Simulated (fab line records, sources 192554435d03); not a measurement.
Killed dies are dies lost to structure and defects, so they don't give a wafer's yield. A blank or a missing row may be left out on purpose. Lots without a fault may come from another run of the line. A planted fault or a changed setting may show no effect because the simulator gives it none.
fab line records | flow n5_finfet
record lots=5 wafers=15 last_day=17
route steps=1938 shown BEOL_M6@1199
lots that met no fault: from a run of the same line without faults
start_h: hours from the record's first day to the start of the lot's first wafer shown | wait_h: hours since the lot's step before | " the same as in the row above | L1.1+2: a row that stands for several wafers | - no value, or no start given | * or withheld: withheld | < > ~ a bound
route shown NAME@n: a module of which the file shows steps, and the number in the route of the first | usual: mean/standard deviation of fault-free wafers | same: alike in all rows | chamber/n: place in a boat | sites: the reading at each site | _std_site: their standard deviation | _edge_site: outer sites' mean less inner sites' | radius_mm: how far each site lies from the wafer's centre | mask NAME#n: copy n | behind: the tool/chamber that last shaped the wafer | hold: why the lot was held/for how many hours/how that ended | device: the transistor (n, p or np) that didn't switch | end of line: the same wafers' tests at the end of the route | a step without rows: its recipe alone | killed: dies lost to structure and defects at the first sort, not the wafer's yield | map: a wafer's dies, x killed, . not, _ none there
set.NAME: the setting as run; set.NAME@STEP: as run at that earlier step | model.NAME: the simulator's own value behind a step, which no gauge read
lots at some steps of the route; a table a step, a row a wafer
services: from which hour (start_h, from the record's first day; less than 0 if before it) a tool's chamber was out of use, for how many hours, and why
## steps
# step N5_BEOL_M6_COAT_59
# recipe resist=SOC temp_c=250 time_s=60 spin_rpm=1500 resist_thk_nm=100
# usual heater_power_total_W=500.9/1.7
# columns lot.wafer tool chamber start_h wait_h heater_power_total_W
L082.2 litho_track-02 0 243.74 0.1 501.5
L082.3 " 0 " " 501.1
L082.4 " 0 " " 502.8
L084.2 litho_track-02 0 252.55 0.1 498.6
L084.4 " 0 " " 503.0
L084.5 " 0 " " 502.4
L085.2 litho_track-02 0 263.26 0.1 501.5
L085.4 " 0 " " 499.7
L085.5 " 0 " " 502.9
L092.1 litho_track-02 0 296.32 0.1 503.2
L092.2 " 0 " " 502.6
L092.3 " 0 " " 498.1
L094.1 litho_track-04 0 316.25 0.1 499.8
L094.3 " 0 " " 498.9
L094.5 " 0 " " 497.9
# step N5_BEOL_M6_COAT_60
# recipe resist=SiARC temp_c=220 time_s=60 spin_rpm=1500 resist_thk_nm=35
# usual heater_power_total_W=427.5/2.2
# columns lot.wafer tool chamber start_h wait_h heater_power_total_W
L082.2 litho_track-02 0 - - 424.1
L082.3 " 0 " " 428.9
L082.4 " 0 " " 426.6
L084.2 litho_track-02 0 - - 431.0
L084.4 " 0 " " 428.4
L084.5 " 0 " " 427.1
L085.2 litho_track-02 0 - - 424.4
L085.4 " 0 " " 428.3
L085.5 " 0 " " 429.9
L092.1 litho_track-02 0 - - 425.2
L092.2 " 0 " " 431.0
L092.3 " 0 " " 426.9
L094.1 litho_track-04 0 - - 424.4
L094.3 " 0 " " 424.9
L094.5 " 0 " " 431.0
# step N5_BEOL_M6_COAT_05
# recipe resist=CAR-ArF spin_rpm=1500 resist_thk_nm=90
# columns lot.wafer tool chamber start_h wait_h
L082.2+3+4 litho_track-02 0 - -
L084.2+4+5 litho_track-02 0 - -
L085.2+4+5 litho_track-02 0 - -
L092.1+2+3 litho_track-02 0 - -
L094.1+3+5 litho_track-04 0 - -
# step N5_BEOL_M6_EBR_07
# recipe solvent=PGMEA ebr_width_mm=1.5
# columns lot.wafer tool chamber start_h wait_h
L082.2+3+4 litho_track-02 0 - -
L084.2+4+5 litho_track-02 0 - -
L085.2+4+5 litho_track-02 0 - -
L092.1+2+3 litho_track-02 0 - -
L094.1+3+5 litho_track-04 0 - -
# step N5_BEOL_M6_SOFTBAKE_06
# recipe temp_c=110 time_s=60 resist=CAR-ArF
# usual heater_power_total_W=175.4/1.6
# columns lot.wafer tool chamber start_h wait_h heater_power_total_W
L082.2 litho_track-02 0 - - 173.2
L082.3 " 0 " " 173.1
L082.4 " 0 " " 174.2
L084.2 litho_track-02 0 - - 173.0
L084.4 " 0 " " 173.1
L084.5 " 0 " " 175.4
L085.2 litho_track-02 0 - - 176.1
L085.4 " 0 " " 173.2
L085.5 " 0 " " 177.5
L092.1 litho_track-02 0 - - 174.2
L092.2 " 0 " " 173.7
L092.3 " 0 " " 174.0
L094.1 litho_track-04 0 - - 174.3
L094.3 " 0 " " 173.9
L094.5 " 0 " " 173.0
# step N5_BEOL_M6_EXPOSE_08
# recipe mask_id=M6 na=1.35 source_shape=dipole sigma_inner=0.817 sigma_outer=0.97 polarization=te dose_mj=68.25
# usual focus_offset_nm=0.0/0.56 stage_vel_mm_s=499.96/0.24
# columns lot.wafer tool chamber start_h wait_h mask focus_offset_nm stage_vel_mm_s
L082.2 arfi_scanner-01 0 243.99 - M6#0 -0.7 500.13
L082.3 " 0 " " M6#0 -0.1 500.26
L082.4 " 0 " " M6#0 -0.4 499.93
L084.2 arfi_scanner-01 0 252.68 - M6#0 0.2 499.70
L084.4 " 0 " " M6#0 0.1 499.98
L084.5 " 0 " " M6#0 -0.3 499.83
L085.2 arfi_scanner-02 0 263.51 - M6#0 -0.3 499.78
L085.4 " 0 " " M6#0 0.3 500.02
L085.5 " 0 " " M6#0 0.5 499.84
L092.1 arfi_scanner-03 0 296.44 - M6#0 -0.8 499.58
L092.2 " 0 " " M6#0 -1.9 499.72
L092.3 " 0 " " M6#0 -0.2 500.23
L094.1 arfi_scanner-03 0 316.49 - M6#0 0.2 499.46
L094.3 " 0 " " M6#0 -0.5 499.94
L094.5 " 0 " " M6#0 -0.7 499.64
# step N5_BEOL_M6_PEB_09
# recipe peb_temp_c=withheld peb_time_s=60 resist=CAR-ArF
# columns lot.wafer tool chamber start_h wait_h
L082.2+3+4 litho_track-04 0 244.04 0.0
L084.2+4+5 litho_track-04 0 252.73 0.0
L085.2+4+5 litho_track-03 0 263.56 0.0
L092.1+2+3 litho_track-04 0 296.50 0.1
L094.1+3+5 litho_track-03 0 316.55 0.1
# step N5_BEOL_M6_DEVELOP_10
# recipe develop_time_s=30 developer=TMAH resist=CAR-ArF rinse_liquid=diw dry=air_spin dev_temp_c=23
# columns lot.wafer tool chamber start_h wait_h
L082.2+3+4 litho_track-04 0 - -
L084.2+4+5 litho_track-04 0 - -
L085.2+4+5 litho_track-03 0 - -
L092.1+2+3 litho_track-04 0 - -
L094.1+3+5 litho_track-03 0 - -
# step N5_BEOL_M6_CD_MEAS_11
# recipe target_cd_nm=38.5 landing_energy_ev=500 detector=se_inlens polarity=opening
# usual cd_nm=38.5/0.54
# same landing_energy_ev=500
# columns lot.wafer tool chamber start_h wait_h cd_nm
L082.2 cd_sem-03 0 244.11 - 38.4
L082.3 " 0 " " 38.7
L082.4 " 0 " " 38.9
L084.2 cd_sem-02 0 252.80 - 38.2
L084.4 " 0 " " 37.6
L084.5 " 0 " " 38.6
L085.2 cd_sem-02 0 263.63 - 39.1
L085.4 " 0 " " 37.4
L085.5 " 0 " " 38.2
L092.1 cd_sem-03 0 296.57 - 38.6
L092.2 " 0 " " 38.8
L092.3 " 0 " " 38.4
L094.1 cd_sem-01 0 316.62 - 38.2
L094.3 " 0 " " 38.4
L094.5 " 0 " " 37.9
# step N5_BEOL_M6_OVL_MEAS_12
# recipe points_per_wafer=44
# usual M6_OVL=0.4/0.72
# columns lot.wafer tool chamber start_h wait_h M6_OVL[nm]
L082.2 overlay-02 0 244.14 0.0 0.5
L082.3 " 0 " " 1.2
L082.4 " 0 " " 0.5
L084.2 overlay-01 0 252.83 0.0 0.9
L084.4 " 0 " " 0.6
L084.5 " 0 " " 0.6
L085.2 overlay-01 0 263.66 0.0 1.0
L085.4 " 0 " " 1.1
L085.5 " 0 " " 0.4
L092.1 overlay-01 0 296.60 0.0 0.5
L092.2 " 0 " " 1.5
L092.3 " 0 " " 0.6
L094.1 overlay-01 0 316.65 0.0 0.0
L094.3 " 0 " " 0.9
L094.5 " 0 " " 0.6
# step N5_BEOL_M6_INSPECT_13
# recipe mode=adi inspect_instrument=brightfield
# usual raw_defect_count=373/93
# columns lot.wafer tool chamber start_h wait_h raw_defect_count
L082.2 defect_inspect-02 - 244.16 0.0 403
L082.3 " - " " 328
L082.4 " - " " 277
L084.2 defect_inspect-01 - 252.85 0.0 355
L084.4 " - " " 351
L084.5 " - " " 443
L085.2 defect_inspect-01 - 263.69 0.0 299
L085.4 " - " " 285
L085.5 " - " " 286
L092.1 defect_inspect-01 - 296.62 0.0 498
L092.2 " - " " 436
L092.3 " - " " 344
L094.1 defect_inspect-01 - 316.68 0.0 386
L094.3 " - " " 313
L094.5 " - " " 360
# step N5_BEOL_M6_DESCUM_16
# recipe chemistry=O2 time_s=7.9 source_power_w=50 bias_power_w=20 pressure_mtorr=20 rf_frequency_hz=2.712e+07 temp_c=40 resist=CAR-ArF o2_flow_sccm=225
# usual drypump_motor_current_A=6.0/0.52 oes_product_au=0.79/0.094 rf_vpp_V=243.9/1.5 showerhead_plenum_p_Torr=2.13/0.082 temp_c=40.00/0.11 throttle_valve_pct=20.34/0.27
# columns lot.wafer tool chamber start_h wait_h drypump_motor_current_A oes_product_au rf_hours_counter_h rf_vpp_V showerhead_plenum_p_Torr temp_c throttle_valve_pct
L082.2 rie_diel-01 1 244.20 0.0 6.2 0.80 115 246.2 2.20 39.97 20.49
L082.3 " 0 " " 6.8 0.72 190 241.9 2.07 40.03 20.56
L082.4 " 3 " " 5.1 0.82 74 241.1 2.01 40.09 20.00
L084.2 rie_diel-02 3 253.30 0.4 6.0 0.88 57 244.5 2.23 40.13 20.61
L084.4 " 0 " " 6.2 0.69 229 242.6 2.14 40.08 20.13
L084.5 " 3 " " 6.0 0.88 - 245.7 2.23 40.24 20.60
L085.2 rie_diel-05 3 263.72 0.0 6.2 0.97 5 244.8 2.25 39.96 20.25
L085.4 " 2 " " 5.6 0.70 216 245.2 2.16 40.15 20.69
L085.5 " 3 " " 6.2 0.97 - 245.5 2.25 40.05 20.24
L092.1 rie_diel-02 3 297.37 0.7 5.9 0.87 71 244.6 2.23 40.09 20.63
L092.2 " 0 " " 6.2 0.68 244 244.5 2.14 39.81 20.11
L092.3 " 2 " " 5.6 0.77 126 243.5 2.09 39.95 20.41
L094.1 rie_diel-01 2 316.71 0.0 4.9 0.67 237 241.8 1.98 39.90 20.52
L094.3 " 1 " " 6.1 0.77 143 244.6 2.19 39.88 20.56
L094.5 " 3 " " 5.1 0.79 - 242.3 2.01 39.96 20.02
# step N5_BEOL_M6_ETCH_61
# recipe chemistry=CF4 target=SiARC target_depth_a=455 mask_material=CAR-ArF time_s=75.8 ion_energy_ev=80 pressure_mtorr=40 source_w=545 bias_w=36 Ar_flow_sccm=100 cf4_flow_sccm=100 ends=cleared
# usual drypump_motor_current_A=6.0/0.52 etch_rf_on_time_s=75.5/1.8 oes_product_au=0.67/0.082 rf_vpp_V=184.5/1.2 showerhead_plenum_p_Torr=2.18/0.077 throttle_valve_pct=15.54/0.22
# columns lot.wafer tool chamber start_h wait_h drypump_motor_current_A etch_rf_on_time_s oes_product_au rf_hours_counter_h rf_vpp_V showerhead_plenum_p_Torr throttle_valve_pct
L082.2 rie_diel-01 1 244.23 0.0 6.1 72.9 0.69 115 185.1 2.24 15.59
L082.3 " 0 " " 6.8 78.2 0.60 190 183.1 2.14 15.80
L082.4 " 3 " " 5.1 74.0 0.70 74 182.2 2.10 15.40
L084.2 rie_diel-02 3 253.33 0.0 6.0 73.1 0.75 57 186.3 2.28 15.69
L084.4 " 0 " " 6.2 75.2 0.59 229 185.1 2.21 15.47
L084.5 " 3 " " 6.0 72.8 0.75 - 185.8 2.28 15.69
L085.2 rie_diel-05 3 263.75 0.0 6.2 73.3 0.84 5 185.7 2.28 15.21
L085.4 " 2 " " 5.6 77.8 0.58 216 184.7 2.21 15.88
L085.5 " 3 " " 6.2 73.9 0.83 - 186.7 2.28 15.22
L092.1 rie_diel-02 3 297.40 0.0 6.0 73.7 0.73 71 184.2 2.27 15.71
L092.2 " 0 " " 6.2 76.1 0.59 244 185.5 2.20 15.50
L092.3 " 2 " " 5.7 74.0 0.67 126 185.6 2.14 15.57
L094.1 rie_diel-01 2 316.74 0.0 4.9 76.8 0.58 237 182.4 2.03 15.71
L094.3 " 1 " " 6.2 73.1 0.66 143 185.4 2.23 15.63
L094.5 " 3 " " 5.1 74.3 0.68 - 183.8 2.09 15.47
# step N5_BEOL_M6_ETCH_62
# recipe chemistry=N2/H2 target=SOC target_depth_a=1100 overetch_a=220 mask_material=SiARC temp_c=40 time_s=165 ion_energy_ev=200 pressure_mtorr=30 source_w=840 bias_w=150 n2_flow_sccm=200 h2_flow_sccm=200
# usual drypump_motor_current_A=6.0/0.52 h2_flow_sccm=199.9/0.61 oes_product_au=0.67/0.076 rf_vpp_V=525.0/2.8 showerhead_plenum_p_Torr=2.59/0.091 temp_c=40.01/0.12 throttle_valve_pct=17.75/0.24
# columns lot.wafer tool chamber start_h wait_h drypump_motor_current_A h2_flow_sccm oes_product_au rf_hours_counter_h rf_vpp_V showerhead_plenum_p_Torr temp_c throttle_valve_pct
L082.2 rie_diel-01 1 244.29 0.0 6.1 200.6 0.67 115 527.0 2.67 40.20 17.94
L082.3 " 0 " " 6.9 200.1 0.62 190 524.0 2.51 40.05 17.82
L082.4 " 3 " " 5.1 199.7 0.69 74 522.1 2.48 39.82 17.53
L084.2 rie_diel-02 3 253.39 0.0 5.9 199.3 0.73 57 526.9 2.68 39.95 17.73
L084.4 " 0 " " 6.2 199.2 0.59 229 525.0 2.61 40.01 17.56
L084.5 " 3 " " 6.0 200.5 0.74 - 529.0 2.68 39.99 17.73
L085.2 rie_diel-05 3 263.81 0.0 6.2 200.0 0.81 5 530.4 2.71 40.09 17.48
L085.4 " 2 " " 5.6 199.3 0.60 216 526.0 2.62 39.92 18.15
L085.5 " 3 " " 6.2 199.3 0.82 - 528.3 2.71 40.07 17.49
L092.1 rie_diel-02 3 297.46 0.0 6.0 200.4 0.72 71 527.5 2.68 40.02 17.75
L092.2 " 0 " " 6.3 200.3 0.58 244 525.9 2.60 40.05 17.59
L092.3 " 2 " " 5.7 200.0 0.65 126 523.6 2.56 39.98 18.06
L094.1 rie_diel-01 2 316.80 0.0 4.9 200.4 0.58 237 518.9 2.41 39.95 17.99
L094.3 " 1 " " 6.2 199.3 0.66 143 527.2 2.66 39.87 17.98
L094.5 " 3 " " 5.1 199.7 0.67 - 523.1 2.47 39.83 17.57
# step N5_BEOL_M6_STRIP_68
# recipe chemistry=N2/H2 temp_c=40 n2_flow_sccm=200 h2_flow_sccm=200 rf_frequency_hz=6e+07
# columns lot.wafer tool chamber start_h wait_h
L082.2+3+4 rie_diel-01 1,0,3 244.42 0.1
L084.2+4+5 rie_diel-02 3,0,3 253.52 0.1
L085.2+4+5 rie_diel-05 3,2,3 263.95 0.1
L092.1+2+3 rie_diel-02 3,0,2 297.59 0.1
L094.1+3+5 rie_diel-01 2,1,3 316.94 0.1
# step N5_BEOL_M6_STRIP_67
# recipe chemistry=CF4 resist=SiARC power_w=300 bias_power_w=75 pressure_mtorr=50 cf4_flow_sccm=150 rf_frequency_hz=6e+07
# usual drypump_motor_current_A=6.0/0.52 oes_product_au=0.79/0.09 rf_vpp_V=271.9/1.6 showerhead_plenum_p_Torr=1.83/0.065 throttle_valve_pct=13.52/0.21
# columns lot.wafer tool chamber start_h wait_h drypump_motor_current_A oes_product_au rf_hours_counter_h rf_vpp_V showerhead_plenum_p_Torr throttle_valve_pct
L082.2 rie_diel-01 1 244.43 0.0 6.1 0.79 115 273.0 1.87 13.52
L082.3 " 0 " " 6.8 0.72 190 270.5 1.78 13.73
L082.4 " 3 " " 5.1 0.82 74 268.7 1.75 13.36
L084.2 rie_diel-02 3 253.53 0.0 6.0 0.87 57 272.9 1.91 13.61
L084.4 " 0 " " 6.2 0.70 229 271.9 1.85 13.50
L084.5 " 3 " " 6.0 0.87 - 273.2 1.91 13.61
L085.2 rie_diel-05 3 263.96 0.0 6.2 0.96 5 273.6 1.91 13.17
L085.4 " 2 " " 5.6 0.70 216 271.6 1.84 13.83
L085.5 " 3 " " 6.2 0.97 - 272.7 1.91 13.16
L092.1 rie_diel-02 3 297.60 0.0 6.0 0.86 71 273.8 1.90 13.66
L092.2 " 0 " " 6.2 0.68 244 272.5 1.85 13.54
L092.3 " 2 " " 5.7 0.76 126 271.5 1.79 13.57
L094.1 rie_diel-01 2 316.95 0.0 4.9 0.69 237 269.8 1.70 13.69
L094.3 " 1 " " 6.1 0.77 143 274.7 1.86 13.59
L094.5 " 3 " " 5.1 0.79 - 269.1 1.75 13.41
# step N5_BEOL_M6_HM_OPEN_17
# recipe chemistry=Cl2/BCl3 target_depth_a=200 overetch_a=60 target=TiN mask_material=SOC ion_energy_ev=150 pressure_mtorr=10 icp_w=1000 bias_w=126 Cl2_flow_sccm=53.25 bcl3_flow_sccm=21.75 Ar_flow_sccm=25
# usual drypump_motor_current_A=5.6/0.38 oes_product_au=0.67/0.071 throttle_valve_pct=22.03/0.19
# columns lot.wafer tool chamber start_h wait_h drypump_motor_current_A oes_product_au rf_hours_counter_h throttle_valve_pct
L082.2 rie_metal-02 1 244.47 0.0 5.5 0.72 16 22.17
L082.3 " 1 " " 5.5 0.72 - 22.20
L082.4 " 0 " " 5.2 0.76 - 22.05
L084.2 rie_metal-03 0 253.58 0.0 6.0 0.61 75 22.17
L084.4 " 0 " " 6.0 0.60 - 22.16
L084.5 " 1 " " 4.9 0.75 - 22.21
L085.2 rie_metal-01 0 264.00 0.0 5.9 0.65 46 21.67
L085.4 " 1 " " 5.8 0.57 - 22.02
L085.5 " 1 " " 5.8 0.57 - 22.03
L092.1 rie_metal-01 0 297.64 0.0 5.9 0.63 49 21.69
L092.2 " 1 " " 5.8 0.56 102 22.03
L092.3 " 0 " " 5.9 0.64 - 21.66
L094.1 rie_metal-02 0 316.99 0.0 5.2 0.74 13 22.05
L094.3 " 1 " " 5.5 0.70 - 22.19
L094.5 " 0 " " 5.2 0.73 - 22.06
# step N5_BEOL_M6_STRIP_19
# recipe chemistry=O2 power_w=400 temp_c=40 pressure_mtorr=30 rf_frequency_hz=6e+07 bias_power_w=0 overash_fraction=0.2 o2_flow_sccm=225
# usual drypump_motor_current_A=6.0/0.51 oes_product_au=0.79/0.091 rf_vpp_V=3.7/0.57 showerhead_plenum_p_Torr=2.14/0.079 temp_c=40.00/0.11 throttle_valve_pct=16.56/0.24
# columns lot.wafer tool chamber start_h wait_h drypump_motor_current_A oes_product_au rf_hours_counter_h rf_vpp_V showerhead_plenum_p_Torr temp_c throttle_valve_pct
L082.2 rie_diel-02 0 244.65 0.1 6.2 0.69 226 3.4 2.15 40.13 16.41
L082.3 " 2 " " 5.7 0.78 108 2.8 2.10 40.13 16.61
L082.4 " 1 " " 6.6 0.89 42 3.8 2.21 39.93 16.25
L084.2 rie_diel-02 3 253.69 0.1 5.9 0.87 57 3.7 2.24 40.07 16.77
L084.4 " 1 " " 6.5 0.88 45 4.7 2.21 40.00 16.25
L084.5 " 0 " " 6.3 0.70 - 3.2 2.15 40.11 16.42
L085.2 rie_diel-01 0 264.14 0.1 6.8 0.71 199 2.6 2.08 39.87 16.79
L085.4 " 1 " " 6.1 0.79 123 3.0 2.20 39.88 16.74
L085.5 " 2 " " 4.9 0.69 - 3.3 1.99 40.15 16.75
L092.1 rie_diel-01 0 297.77 0.1 6.8 0.70 210 4.1 2.07 40.02 16.82
L092.2 " 2 " " 4.9 0.67 230 3.4 1.99 40.02 16.78
L092.3 " 1 " " 6.2 0.77 136 3.1 2.20 40.02 16.74
L094.1 rie_diel-05 0 317.13 0.1 5.6 0.90 39 4.4 2.15 39.94 16.70
L094.3 " 3 " " 6.2 0.90 28 3.4 2.25 40.07 16.42
L094.5 " 2 " " 5.6 0.69 - 4.5 2.15 39.90 16.96
# step N5_BEOL_M6_CD_MEAS_18
# recipe pitch_nm=80 target_cd_nm=40
# usual cd_nm=40.0/0.61
# columns lot.wafer tool chamber start_h wait_h cd_nm
L082.2 cd_sem-03 - 244.72 0.1 40.7
L082.3 " - " " 40.8
L082.4 " - " " 40.8
L084.2 cd_sem-01 - 253.76 0.1 40.0
L084.4 " - " " 39.2
L084.5 " - " " 39.6
L085.2 cd_sem-02 - 264.21 0.1 40.9
L085.4 " - " " 39.5
L085.5 " - " " 40.3
L092.1 cd_sem-01 - 297.84 0.0 40.1
L092.2 " - " " 39.8
L092.3 " - " " 39.2
L094.1 cd_sem-03 - 317.20 0.0 40.7
L094.3 " - " " 39.7
L094.5 " - " " 39.8
# step N5_BEOL_M6_COAT_63
# recipe resist=SOC temp_c=250 time_s=60 spin_rpm=1500 resist_thk_nm=60
# usual heater_power_total_W=500.5/1.7
# columns lot.wafer tool chamber start_h wait_h heater_power_total_W
L082.2 litho_track-02 0 244.76 0.0 500.5
L082.3 " 0 " " 501.6
L082.4 " 0 " " 501.6
L084.2 litho_track-03 0 255.41 1.6 500.0
L084.4 " 0 " " 501.0
L084.5 " 0 " " 502.3
L085.2 litho_track-02 0 265.80 1.6 502.2
L085.4 " 0 " " 500.7
L085.5 " 0 " " 498.9
L092.1 litho_track-02 0 299.38 1.5 499.7
L092.2 " 0 " " 497.2
L092.3 " 0 " " 497.9
L094.1 litho_track-04 0 318.44 1.2 502.6
L094.3 " 0 " " 499.9
L094.5 " 0 " " 499.8
# step N5_BEOL_M6_COAT_64
# recipe resist=SiARC temp_c=220 time_s=60 spin_rpm=1500 resist_thk_nm=12
# usual heater_power_total_W=427.5/2.2
# columns lot.wafer tool chamber start_h wait_h heater_power_total_W
L082.2 litho_track-02 0 - - 424.3
L082.3 " 0 " " 424.9
L082.4 " 0 " " 425.4
L084.2 litho_track-03 0 - - 426.9
L084.4 " 0 " " 427.4
L084.5 " 0 " " 425.6
L085.2 litho_track-02 0 - - 428.5
L085.4 " 0 " " 428.7
L085.5 " 0 " " 429.5
L092.1 litho_track-02 0 - - 430.2
L092.2 " 0 " " 430.1
L092.3 " 0 " " 425.5
L094.1 litho_track-04 0 - - 428.0
L094.3 " 0 " " 427.6
L094.5 " 0 " " 429.8
# step N5_BEOL_M6_COAT_71
# recipe resist=underlayer temp_c=205 time_s=60 spin_rpm=1500 resist_thk_nm=5
# usual heater_power_total_W=391.6/1.3
# columns lot.wafer tool chamber start_h wait_h heater_power_total_W
L082.2 litho_track-02 0 - - 390.9
L082.3 " 0 " " 392.9
L082.4 " 0 " " 392.9
L084.2 litho_track-03 0 - - 391.1
L084.4 " 0 " " 390.7
L084.5 " 0 " " 391.0
L085.2 litho_track-02 0 - - 390.1
L085.4 " 0 " " 390.9
L085.5 " 0 " " 391.4
L092.1 litho_track-02 0 - - 391.9
L092.2 " 0 " " 391.6
L092.3 " 0 " " 391.1
L094.1 litho_track-04 0 - - 389.5
L094.3 " 0 " " 394.0
L094.5 " 0 " " 389.4
# step N5_BEOL_M6_COAT_22
# recipe resist=CAR-EUV spin_rpm=1500 resist_thk_nm=30
# columns lot.wafer tool chamber start_h wait_h
L082.2+3+4 litho_track-02 0 - -
L084.2+4+5 litho_track-03 0 - -
L085.2+4+5 litho_track-02 0 - -
L092.1+2+3 litho_track-02 0 - -
L094.1+3+5 litho_track-04 0 - -
# step N5_BEOL_M6_EBR_24
# recipe solvent=PGMEA ebr_width_mm=1.5
# columns lot.wafer tool chamber start_h wait_h
L082.2+3+4 litho_track-02 0 - -
L084.2+4+5 litho_track-03 0 - -
L085.2+4+5 litho_track-02 0 - -
L092.1+2+3 litho_track-02 0 - -
L094.1+3+5 litho_track-04 0 - -
# step N5_BEOL_M6_SOFTBAKE_23
# recipe temp_c=110 time_s=60 resist=CAR-EUV
# usual heater_power_total_W=175.4/1.7
# columns lot.wafer tool chamber start_h wait_h heater_power_total_W
L082.2 litho_track-02 0 - - 173.0
L082.3 " 0 " " 173.1
L082.4 " 0 " " 176.9
L084.2 litho_track-03 0 - - 173.1
L084.4 " 0 " " 177.4
L084.5 " 0 " " 174.8
L085.2 litho_track-02 0 - - 177.5
L085.4 " 0 " " 176.0
L085.5 " 0 " " 174.6
L092.1 litho_track-02 0 - - 177.1
L092.2 " 0 " " 177.4
L092.3 " 0 " " 177.5
L094.1 litho_track-04 0 - - 176.9
L094.3 " 0 " " 173.0
L094.5 " 0 " " 175.4
# step N5_BEOL_M6_EXPOSE_25
# recipe mask_id=V5 na=0.33 source_shape=annular sigma_inner=0.4 sigma_outer=0.8 polarization=unpolarized target_cd_nm=40 dose_mj=45
# usual focus_offset_nm=0.0/0.52
# columns lot.wafer tool chamber start_h wait_h mask focus_offset_nm
L082.2 euv_scanner-01 0 245.03 - V5#0 -0.5
L082.3 " 0 " " V5#0 0.0
L082.4 " 0 " " V5#0 0.5
L084.2 euv_scanner-02 0 255.55 - V5#0 -0.8
L084.4 " 0 " " V5#0 -0.3
L084.5 " 0 " " V5#0 0.1
L085.2 euv_scanner-02 0 266.12 - V5#0 0.0
L085.4 " 0 " " V5#0 0.0
L085.5 " 0 " " V5#0 0.0
L092.1 euv_scanner-02 0 299.64 - V5#0 0.6
L092.2 " 0 " " V5#0 -0.9
L092.3 " 0 " " V5#0 0.1
L094.1 euv_scanner-02 0 318.62 - V5#0 -0.5
L094.3 " 0 " " V5#0 0.0
L094.5 " 0 " " V5#0 -0.5
# step N5_BEOL_M6_PEB_26
# recipe peb_temp_c=100 peb_time_s=60 resist=CAR-EUV
# usual heater_power_total_W=154.0/1.1
# columns lot.wafer tool chamber start_h wait_h heater_power_total_W
L082.2 litho_track-03 0 245.09 0.1 155.1
L082.3 " 0 " " 154.6
L082.4 " 0 " " 154.3
L084.2 litho_track-03 0 255.61 0.1 152.4
L084.4 " 0 " " 155.2
L084.5 " 0 " " 152.6
L085.2 litho_track-03 0 266.18 0.1 153.0
L085.4 " 0 " " 155.4
L085.5 " 0 " " 153.0
L092.1 litho_track-02 0 299.71 0.1 155.4
L092.2 " 0 " " 155.4
L092.3 " 0 " " 155.3
L094.1 litho_track-04 0 318.69 0.1 153.0
L094.3 " 0 " " 152.9
L094.5 " 0 " " 153.3
# step N5_BEOL_M6_DEVELOP_27
# recipe develop_time_s=30 developer=TMAH resist=CAR-EUV rinse_liquid=surfactant_rinse dry=air_spin dev_temp_c=23
# columns lot.wafer tool chamber start_h wait_h
L082.2+3+4 litho_track-03 0 - -
L084.2+4+5 litho_track-03 0 - -
L085.2+4+5 litho_track-03 0 - -
L092.1+2+3 litho_track-02 0 - -
L094.1+3+5 litho_track-04 0 - -
# step N5_BEOL_M6_CD_MEAS_28
# recipe target_cd_nm=40 landing_energy_ev=500 detector=se_inlens
# usual cd_nm=39.99/0.26
# same landing_energy_ev=500
# columns lot.wafer tool chamber start_h wait_h cd_nm
L082.2 cd_sem-03 0 245.16 - 39.85
L082.3 " 0 " " 39.93
L082.4 " 0 " " 40.22
L084.2 cd_sem-03 0 255.68 - 40.04
L084.4 " 0 " " 40.23
L084.5 " 0 " " 39.98
L085.2 cd_sem-02 0 266.25 - 40.16
L085.4 " 0 " " 40.01
L085.5 " 0 " " 40.11
L092.1 cd_sem-02 0 299.78 - 40.00
L092.2 " 0 " " 39.81
L092.3 " 0 " " 40.26
L094.1 cd_sem-02 0 318.75 - 40.16
L094.3 " 0 " " 40.09
L094.5 " 0 " " 40.18
# step N5_BEOL_M6_OVL_MEAS_29
# recipe points_per_wafer=522
# usual V5_OVL=-0.3/0.69
# columns lot.wafer tool chamber start_h wait_h V5_OVL[nm]
L082.2 overlay-01 0 245.19 0.0 0.9
L082.3 " 0 " " -0.6
L082.4 " 0 " " -0.4
L084.2 overlay-02 0 255.71 0.0 -0.7
L084.4 " 0 " " -0.4
L084.5 " 0 " " -0.8
L085.2 overlay-02 0 266.29 0.0 -0.9
L085.4 " 0 " " -1.4
L085.5 " 0 " " -0.7
L092.1 overlay-02 0 299.81 0.0 -0.9
L092.2 " 0 " " -1.2
L092.3 " 0 " " -1.4
L094.1 overlay-02 0 318.78 0.0 -0.2
L094.3 " 0 " " -1.2
L094.5 " 0 " " 0.2
# step N5_BEOL_M6_INSPECT_30
# recipe mode=adi inspect_instrument=brightfield
# usual raw_defect_count=372/94
# columns lot.wafer tool chamber start_h wait_h raw_defect_count
L082.2 defect_inspect-01 - 245.24 0.0 403
L082.3 " - " " 328
L082.4 " - " " 281
L084.2 defect_inspect-01 - 255.77 0.0 358
L084.4 " - " " 374
L084.5 " - " " 435
L085.2 defect_inspect-01 - 266.34 0.0 279
L085.4 " - " " 273
L085.5 " - " " 272
L092.1 defect_inspect-02 - 299.87 0.1 480
L092.2 " - " " 433
L092.3 " - " " 344
L094.1 defect_inspect-01 - 318.84 0.1 393
L094.3 " - " " 322
L094.5 " - " " 346
## services
# columns tool chamber start_h hours kind
arfi_scanner-01 - 226.77 1.3 pm
arfi_scanner-02 - 231.85 0.8 repair
arfi_scanner-02 - 233.45 1.3 pm
euv_scanner-01 - 234.26 1.0 pm
rie_metal-01 - 241.19 2.8 pm
arfi_scanner-03 - 242.66 0.8 pm
arfi_scanner-01 - 244.87 1.0 pm
rie_diel-05 2 248.35 14.3 repair
euv_scanner-01 - 250.23 1.5 repair
rie_diel-01 2 252.54 8.2 repair
euv_scanner-02 - 263.33 1.0 pm
euv_scanner-01 - 265.31 8.6 repair
arfi_scanner-02 - 278.57 0.8 pm
arfi_scanner-03 - 279.04 1.3 pm
arfi_scanner-01 - 282.86 0.5 repair
arfi_scanner-02 - 286.83 1.1 repair
euv_scanner-01 - 290.41 1.0 pm
arfi_scanner-01 - 298.81 0.8 pm
arfi_scanner-03 - 302.11 0.8 pm
rie_diel-02 2 306.72 4.8 repair
rie_diel-02 0 313.32 - clean
rie_diel-02 0 313.32 - consumable_replace:focus_ring
rie_diel-02 0 313.32 30.2 scheduled_down
rie_diel-02 3 317.48 4.5 repair
## key
fault none
